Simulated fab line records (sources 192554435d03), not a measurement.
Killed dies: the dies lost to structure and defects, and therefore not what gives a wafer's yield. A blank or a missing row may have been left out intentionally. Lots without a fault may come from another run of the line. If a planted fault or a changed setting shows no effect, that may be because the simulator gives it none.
Matching of chambers / flow n5_finfet / N5_HKMG_FIN_ETCH_31 on rie_diel-01 has 4 sister chambers
The step etches SiARC in CF4, target depth 45.5 nm, time 75.8 s. 8 wafers are shown with their chamber, then 11 later ones without.

## WAFERS, EACH WITH ITS CHAMBER
wafer=L080.3; chamber=0; showerhead_plenum_p_Torr (Torr)=2.09; throttle_valve_pct (%)=15.53
wafer=L082.3; chamber=0; showerhead_plenum_p_Torr (Torr)=2.09; throttle_valve_pct (%)=15.51
wafer=L082.6; chamber=2; showerhead_plenum_p_Torr (Torr)=2.15; throttle_valve_pct (%)=15.95
wafer=L083.6; chamber=3; showerhead_plenum_p_Torr (Torr)=2.13; throttle_valve_pct (%)=15.66
wafer=L087.1; chamber=2; showerhead_plenum_p_Torr (Torr)=2.14; throttle_valve_pct (%)=15.96
wafer=L087.2; chamber=1; showerhead_plenum_p_Torr (Torr)=2.26; throttle_valve_pct (%)=15.56
wafer=L087.6; chamber=3; showerhead_plenum_p_Torr (Torr)=2.12; throttle_valve_pct (%)=15.68
wafer=L088.2; chamber=1; showerhead_plenum_p_Torr (Torr)=2.26; throttle_valve_pct (%)=15.57

## WAFERS WHOSE CHAMBER IS MISSING
wafer=L088.5; showerhead_plenum_p_Torr (Torr)=2.14; throttle_valve_pct (%)=15.96
wafer=L088.6; showerhead_plenum_p_Torr (Torr)=2.26; throttle_valve_pct (%)=15.58
wafer=L089.1; showerhead_plenum_p_Torr (Torr)=2.09; throttle_valve_pct (%)=15.55
wafer=L089.2; showerhead_plenum_p_Torr (Torr)=2.12; throttle_valve_pct (%)=15.69
wafer=L089.4; showerhead_plenum_p_Torr (Torr)=2.14; throttle_valve_pct (%)=15.99
wafer=L096.1; showerhead_plenum_p_Torr (Torr)=2.13; throttle_valve_pct (%)=16.01
wafer=L096.2; showerhead_plenum_p_Torr (Torr)=2.08; throttle_valve_pct (%)=15.59
wafer=L096.5; showerhead_plenum_p_Torr (Torr)=2.08; throttle_valve_pct (%)=15.60
wafer=L097.4; showerhead_plenum_p_Torr (Torr)=2.12; throttle_valve_pct (%)=15.23
wafer=L097.5; showerhead_plenum_p_Torr (Torr)=2.25; throttle_valve_pct (%)=15.64
wafer=L097.6; showerhead_plenum_p_Torr (Torr)=2.08; throttle_valve_pct (%)=15.59

## EACH ONE'S CHAMBER
wafer=L088.5; from the rows above=2; in truth=2
wafer=L088.6; from the rows above=1; in truth=1
wafer=L089.1; from the rows above=0; in truth=0
wafer=L089.2; from the rows above=3; in truth=3
wafer=L089.4; from the rows above=2; in truth=2
wafer=L096.1; from the rows above=2; in truth=2
wafer=L096.2; from the rows above=0; in truth=0
wafer=L096.5; from the rows above=0; in truth=0
wafer=L097.4; from the rows above=0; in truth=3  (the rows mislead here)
wafer=L097.5; from the rows above=1; in truth=1
wafer=L097.6; from the rows above=0; in truth=0
10 of 11 placed correctly. Number that these rows cannot place: 0. Placed wrongly: 1.
How it was worked out, from the rows above alone: a wafer's distance from a chamber is the root of the sum, over the readings, of the square of ((its reading less the chamber's mean) divided by the reading's scatter). The wafer belongs to the nearest chamber; if the next one is less than 2 further off, it can't be placed. Each chamber's mean is taken over the wafers shown for it. The scatter is the square root of a quotient: the sum, over the shown wafers, of each reading's squared deviation from its chamber's mean, divided by wafers minus chambers.
